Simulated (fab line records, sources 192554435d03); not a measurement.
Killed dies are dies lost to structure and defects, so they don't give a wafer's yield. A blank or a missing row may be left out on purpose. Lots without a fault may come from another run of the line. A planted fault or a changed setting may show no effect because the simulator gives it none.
Which tool did it? | flow n5_finfet | 7 lots, 20 wafers sampled, at 8 steps of a route of 1938

WHAT THE GAUGES READ, wafer by wafer
N5_BEOL_M7_INSPECT_30: inspects for defects (brightfield).
lot  | measured     | on                | raw_defect_count
L189 | day 9 13:14  | defect_inspect-01 | 314 504 385
L190 | day 9 20:24  | defect_inspect-02 | 487 415 470
L192 | day 10 06:16 | defect_inspect-01 | 465 471 408
L197 | day 11 18:28 | defect_inspect-02 | 369 608
L206 | day 13 15:48 | defect_inspect-01 | 413 400 428
L209 | day 13 23:14 | defect_inspect-02 | 440 515 512
L211 | day 14 19:31 | defect_inspect-01 | 312 383 331

N5_BEOL_M7_OCD_MEAS_38.
lot  | measured     | on     | trench_depth_nm (nm)
L189 | day 9 13:41  | ocd-01 | 92.9 93.0 94.8
L190 | day 9 20:52  | ocd-01 | 94.7 91.7 95.0
L192 | day 10 06:43 | ocd-02 | 95.6 96.3 92.5
L197 | day 11 18:56 | ocd-01 | 86.8 89.5
L206 | day 13 16:16 | ocd-02 | 93.3 95.1 92.6
L209 | day 13 23:50 | ocd-02 | 93.7 93.6 95.9
L211 | day 14 20:10 | ocd-02 | 92.4 94.8 93.4

N5_BEOL_M7_THK_MEAS_53: measures by xrf.
lot  | measured     | on            | M7_THK (nm)
L189 | day 9 16:09  | film_metro-02 | 79.3 80.7 81.6
L190 | day 10 00:15 | film_metro-02 | 80.3 79.9 81.1
L192 | day 10 10:31 | film_metro-01 | 81.1 80.3 78.4
L197 | day 11 21:05 | film_metro-01 | 73.2 76.1
L206 | day 13 18:31 | film_metro-02 | 79.8 82.2 78.3
L209 | day 14 01:47 | film_metro-02 | 79.6 80.0 81.6
L211 | day 14 22:36 | film_metro-02 | 79.3 82.8 80.1

N5_BEOL_M7_RS_MEAS_57: measures by four-point-probe.
lot  | measured     | on            | M7_RS (ohm/sq)
L189 | day 9 16:19  | film_metro-01 | 0.293 0.285 0.282
L190 | day 10 00:23 | film_metro-02 | 0.282 0.287 0.281
L192 | day 10 10:46 | film_metro-01 | 0.282 0.286 0.294
L197 | day 11 21:13 | film_metro-02 | 0.319 0.305
L206 | day 13 18:38 | film_metro-01 | 0.284 0.275 0.290
L209 | day 14 01:57 | film_metro-01 | 0.287 0.286 0.278
L211 | day 14 22:44 | film_metro-02 | 0.291 0.277 0.287

N5_BEOL_M15_RC_MEAS_101.
lot  | measured     | on        | COMB_M10 (S/m)          | COMB_M11 (S/m)             | COMB_M12 (S/m)          | COMB_M13 (S/m)          | COMB_M14 (S/m)          | COMB_M15 (S/m)          | COMB_M5 (S/m)           | COMB_M6 (S/m)           | COMB_M7 (S/m)           | COMB_M8 (S/m)           | COMB_M9 (S/m)              | SERP_M10 (ohm/um) | SERP_M11 (ohm/um) | SERP_M12 (ohm/um) | SERP_M13 (ohm/um) | SERP_M14 (ohm/um) | SERP_M5 (ohm/um) | SERP_M6 (ohm/um) | SERP_M7 (ohm/um) | SERP_M7_max_site (ohm/um) | SERP_M8 (ohm/um) | SERP_M9 (ohm/um)
L189 | day 12 03:29 | prober-02 | 8e-12 1.7e-11 1e-11     | 1.57e-11 1.59e-11 1.49e-11 | 4.9e-12 5.8e-12 6.3e-12 | 6.2e-12 5e-12 4.7e-12   | 3.2e-12 3.8e-12 3.5e-12 | 2e-12 2.9e-12 3.2e-12   | 4.1e-11 2.8e-11 4.4e-11 | 1.9e-11 3.1e-11 3.2e-11 | 1.9e-11 2.6e-11 2.4e-11 | 3.7e-11 2.5e-11 3.4e-11 | 1.71e-11 1.01e-11 1e-11    | 2.98 2.97 3.07    | 3.06 3.08 3.08    | 0.645 0.651 0.659 | 0.311 0.307 0.309 | 0.162 0.167 0.163 | 38.5 36.5 39.3   | 13.0 13.5 13.7   | 14.1 13.9 13.7   | 15.0 14.9 14.2            | 14.1 14.0 13.7   | 3.10 3.14 3.16
L190 | day 12 07:28 | prober-01 | 2.4e-11 1.6e-11 2e-11   | 1.15e-11 1.14e-11 1.28e-11 | 5.4e-12 6e-12 5.1e-12   | 4.9e-12 4.3e-12 4e-12   | 2.1e-12 3.8e-12 2.5e-12 | 1.4e-12 2.8e-12 1.5e-12 | 3.6e-11 4.4e-11 2.8e-11 | 3.1e-11 2.9e-11 2.7e-11 | 1.6e-11 2.3e-11 2.6e-11 | 3.5e-11 4.4e-11 2.1e-11 | 1.24e-11 1.07e-11 1.43e-11 | 3.01 3.11 3.05    | 2.94 2.99 2.94    | 0.627 0.617 0.615 | 0.307 0.298 0.313 | 0.156 0.160 0.161 | 36.8 37.0 36.4   | 13.8 13.5 14.0   | 14.4 14.1 13.8   | 14.9 14.4 14.4            | 14.4 13.9 14.2   | 3.17 3.16 3.05
L192 | day 12 17:08 | prober-02 | 1.7e-11 1.2e-11 9e-12   | 1.38e-11 1.29e-11 1.39e-11 | 6e-12 5.3e-12 4.7e-12   | 4.6e-12 4.2e-12 4.8e-12 | 3.6e-12 3.2e-12 4.6e-12 | 2.7e-12 2.8e-12 2.1e-12 | 3e-11 3.4e-11 2.5e-11   | 3e-11 2.2e-11 3.4e-11   | 1.6e-11 3.2e-11 2.9e-11 | 2.4e-11 2.6e-11 2.8e-11 | 1.95e-11 1.15e-11 1.35e-11 | 2.98 3.05 2.99    | 2.94 3.00 2.93    | 0.641 0.650 0.645 | 0.310 0.306 0.314 | 0.158 0.162 0.165 | 37.0 37.8 37.2   | 13.1 13.6 13.4   | 13.4 13.1 13.4   | 14.7 13.7 13.9            | 14.7 13.7 13.8   | 3.14 3.13 3.16
L197 | day 14 05:02 | prober-02 | 1.8e-11 1.5e-11         | 1.29e-11 1.23e-11          | 6.7e-12 6.7e-12         | 4.3e-12 4.9e-12         | 3.9e-12 4.2e-12         | 1.8e-12 2.5e-12         | 2.7e-11 3.1e-11         | 2.1e-11 1.8e-11         | 2.3e-11 1.7e-11         | 3.5e-11 2.7e-11         | 1.85e-11 1.6e-11           | 2.91 2.93         | 3.27 3.21         | 0.641 0.644       | 0.311 0.309       | 0.159 0.159       | 37.5 37.9        | 13.8 13.8        | 15.4 15.0        | 16.3 15.7                 | 14.0 13.7        | 3.05 3.02
L206 | day 15 21:38 | prober-01 | 1.5e-11 1.3e-11 1.5e-11 | 1.43e-11 1.35e-11 1.76e-11 | 6.7e-12 8.3e-12 8.1e-12 | 3e-12 3e-12 5.2e-12     | 3.2e-12 2.2e-12 2.1e-12 | 1e-12 2.2e-12 1.6e-12   | 3.1e-11 3.5e-11 4.2e-11 | 3.7e-11 3.2e-11 3.3e-11 | 2.4e-11 2.7e-11 3.9e-11 | 2.3e-11 1.6e-11 2e-11   | 1.21e-11 1.21e-11 1.19e-11 | 2.99 3.04 3.01    | 3.13 3.04 2.97    | 0.639 0.643 0.653 | 0.311 0.308 0.316 | 0.154 0.159 0.159 | 38.0 37.9 37.7   | 14.0 13.2 13.8   | 13.7 12.8 14.2   | 15.3 13.2 14.7            | 14.4 14.0 14.8   | 3.10 3.08 3.14
L209 | day 16 04:19 | prober-01 | 1.3e-11 1.2e-11 1.8e-11 | 1.12e-11 1.82e-11 1.61e-11 | 4.9e-12 5.5e-12 5.8e-12 | 5.1e-12 5.1e-12 3.2e-12 | 2.2e-12 3.1e-12 2.1e-12 | 1.7e-12 1.5e-12 1.5e-12 | 2.8e-11 2.1e-11 2.5e-11 | 2.5e-11 2.3e-11 3.3e-11 | 2.4e-11 3.6e-11 3.4e-11 | 3.6e-11 2.5e-11 2e-11   | 1.57e-11 9.9e-12 1.05e-11  | 3.14 3.17 3.06    | 3.03 3.17 3.09    | 0.650 0.640 0.664 | 0.308 0.310 0.305 | 0.156 0.160 0.162 | 39.2 36.1 39.2   | 13.6 13.9 13.9   | 13.6 13.9 13.4   | 14.0 14.3 13.8            | 14.2 14.1 14.2   | 3.12 3.10 3.13
L211 | day 17 10:32 | prober-02 | 1.3e-11 1.6e-11 2.3e-11 | 1.36e-11 1.54e-11 1.59e-11 | 5.7e-12 4.7e-12 4.2e-12 | 3.5e-12 3.6e-12 3.4e-12 | 3.7e-12 4.1e-12 3.3e-12 | 2.2e-12 3e-12 3e-12     | 4.5e-11 3.2e-11 3.3e-11 | 2.2e-11 2.6e-11 2.7e-11 | 2.1e-11 2.3e-11 2.4e-11 | 2.5e-11 2.5e-11 2.4e-11 | 1.35e-11 1e-11 1.24e-11    | 3.12 3.11 3.03    | 3.09 3.10 3.06    | 0.641 0.624 0.640 | 0.306 0.311 0.305 | 0.157 0.155 0.158 | 39.3 38.2 37.7   | 13.5 12.8 13.9   | 14.0 12.8 13.1   | 14.6 13.5 14.4            | 13.6 13.4 13.1   | 3.00 3.17 3.19

WHICH TOOL RAN EACH LOT (tool, then ch and the chambers of the sampled wafers, then the start)
lot  | N5_BEOL_M7_TRENCH_ETCH_37          | N5_BEOL_M7_STRIP_80                           | N5_BEOL_M7_CURE_75
L189 | rie_diel-04 ch 0,1,2, day 9 13:32  | rie_diel-04 ch 0,1,2, day 9 13:41 or earlier  | uv_cure-03 ch 2, day 9 13:53
L190 | rie_diel-04 ch 1,2, day 9 20:43    | rie_diel-04 ch 1,2, day 9 20:52 or earlier    | uv_cure-03 ch 2, day 9 21:07
L192 | rie_diel-05 ch 0,2,3, day 10 06:34 | rie_diel-05 ch 0,2,3, day 10 06:43 or earlier | uv_cure-02 ch 2, day 10 06:56
L197 | rie_diel-04 ch 0,1, day 11 18:47   | rie_diel-04 ch 0,1, day 11 18:56 or earlier   | uv_cure-01 ch 2, day 11 19:11
L206 | rie_diel-05 ch 0,3, day 13 16:07   | rie_diel-05 ch 0,3, day 13 16:16 or earlier   | uv_cure-02 ch 2, day 13 16:37
L209 | rie_diel-03 ch 0,1,3, day 13 23:40 | rie_diel-03 ch 0,1,3, day 13 23:50 or earlier | uv_cure-01 ch 2, day 14 00:01
L211 | rie_diel-05 ch 1,2,3, day 14 20:01 | rie_diel-05 ch 1,2,3, day 14 20:10 or earlier | uv_cure-01 ch 0, day 14 20:22
- N5_BEOL_M7_TRENCH_ETCH_37: etches SiCOH lowk in C4F6/O2, target depth 93.478 nm, time 31.2 s.
- N5_BEOL_M7_STRIP_80: strips in N2/H2, time 10 s.
- N5_BEOL_M7_CURE_75: cures SiCOH lowk, time 120 s.

WHAT THE TOOLS THEMSELVES READ (means of the sampled wafers that have a number; where no wafer has one, the mark that the record gives instead)
N5_BEOL_M7_TRENCH_ETCH_37.
lot  | tool        | drypump_motor_current_A (A) | oes_o_777_au (a.u.) | oes_product_au (a.u.) | rf_vpp_V (V) | run_length_s (s) | showerhead_plenum_p_Torr (Torr) | throttle_valve_pct (%)
L189 | rie_diel-04 | 5.4                         | 0.77                | 0.76                  | 657          | 54.5             | 2.85                            | 20.94
L190 | rie_diel-04 | 5.2                         | 0.80                | 0.80                  | 654          | 54.8             | 2.83                            | 21.10
L192 | rie_diel-05 | 5.7                         | 0.79                | 0.80                  | 665          | 54.5             | 2.86                            | 20.95
L197 | rie_diel-04 | 5.8                         | 0.77                | 0.76                  | 655          | 52.4             | 2.79                            | 21.07
L206 | rie_diel-05 | 5.7                         | 0.89                | 0.90                  | 661          | 53.9             | 2.79                            | 20.77
L209 | rie_diel-03 | 5.8                         | 0.76                | 0.77                  | 662          | 55.0             | 2.85                            | 21.09
L211 | rie_diel-05 | 5.4                         | 0.84                | 0.84                  | 663          | 54.7             | 2.91                            | 20.74

N5_BEOL_M7_STRIP_80.
lot  | tool        | drypump_motor_current_A (A) | oes_product_au (a.u.) | rf_vpp_V (V) | showerhead_plenum_p_Torr (Torr) | throttle_valve_pct (%)
L189 | rie_diel-04 | 5.5                         | 0.77                  | 58.8         | 2.54                            | 23.7
L190 | rie_diel-04 | 5.2                         | 0.80                  | 59.3         | 2.52                            | 23.9
L192 | rie_diel-05 | 5.7                         | 0.80                  | 58.6         | 2.55                            | 23.8
L197 | rie_diel-04 | 5.8                         | 0.77                  | 59.1         | 2.49                            | 23.8
L206 | rie_diel-05 | 5.6                         | 0.90                  | 59.6         | 2.48                            | 23.5
L209 | rie_diel-03 | 5.8                         | 0.76                  | 58.6         | 2.53                            | 23.7
L211 | rie_diel-05 | 5.4                         | 0.84                  | 59.3         | 2.61                            | 23.5

N5_BEOL_M7_CURE_75.
lot  | tool       | lamp_power_pct (%) | wafer_temp_C_max
L189 | uv_cure-03 | 52.32              | 371.7
L190 | uv_cure-03 | 52.31              | 371.8
L192 | uv_cure-02 | 52.31              | 371.8
L197 | uv_cure-01 | 52.28              | 371.6
L206 | uv_cure-02 | 52.30              | 371.4
L209 | uv_cure-01 | 52.25              | 371.3
L211 | uv_cure-01 | 52.34              | 372.7

THE ANSWER, worked out from the rows above alone
Rule: what is usual is taken from the lots themselves. Put in order of their means at a reading, lots are off if they are a third of the lots or fewer, leave a main group of 4 or more, and stand apart from it by a gap of 3 or more times the standard deviation of the main group's means; of several such gaps the widest counts. A main group whose means are all the same, to the digits that the tables above print for the reading, isn't used. A lot without any number at a reading at which 4 lots or more have one is off too. The other lots that the step has rows for count as sound. The gauges are gone through in route order, then the tools' own readings, and for those a lot's mean is taken as printed above. The first step at which some lot is off is used, and at that step the reading that is off furthest; a lot without a number counts as furthest.
Off: L197, at N5_BEOL_M7_OCD_MEAS_38 (trench_depth_nm). The main group: mean 94.0 nm, standard deviation 0.47.
A tool fits if, at a process step before that reading, it ran every lot that is off, and no sound lot after the first of them. The gauges at N5_BEOL_M7_OCD_MEAS_38 aren't tried: what is off there is off at N5_BEOL_M7_THK_MEAS_53 too, on other tools, and a gauge's error can't cause that. N5_BEOL_M7_STRIP_80 gives no start for some lots, so the hours and the order of its lots are those of N5_BEOL_M7_OCD_MEAS_38. One fits: rie_diel-04 at N5_BEOL_M7_TRENCH_ETCH_37 and N5_BEOL_M7_STRIP_80. At N5_BEOL_M7_TRENCH_ETCH_37 its last sound lot is L190 (day 9 20:43), its first lot that is off L197 (day 11 18:47): a fault that began between those two fits.
The tool's own readings at N5_BEOL_M7_TRENCH_ETCH_37 bear it out: on the lots that are off they differ by more than 5 times the standard deviation of the sound lots' means. run_length_s reads 52.4 s there against 54.6 s on the sound lots.

WHAT THE SIMULATOR HAD PUT IN
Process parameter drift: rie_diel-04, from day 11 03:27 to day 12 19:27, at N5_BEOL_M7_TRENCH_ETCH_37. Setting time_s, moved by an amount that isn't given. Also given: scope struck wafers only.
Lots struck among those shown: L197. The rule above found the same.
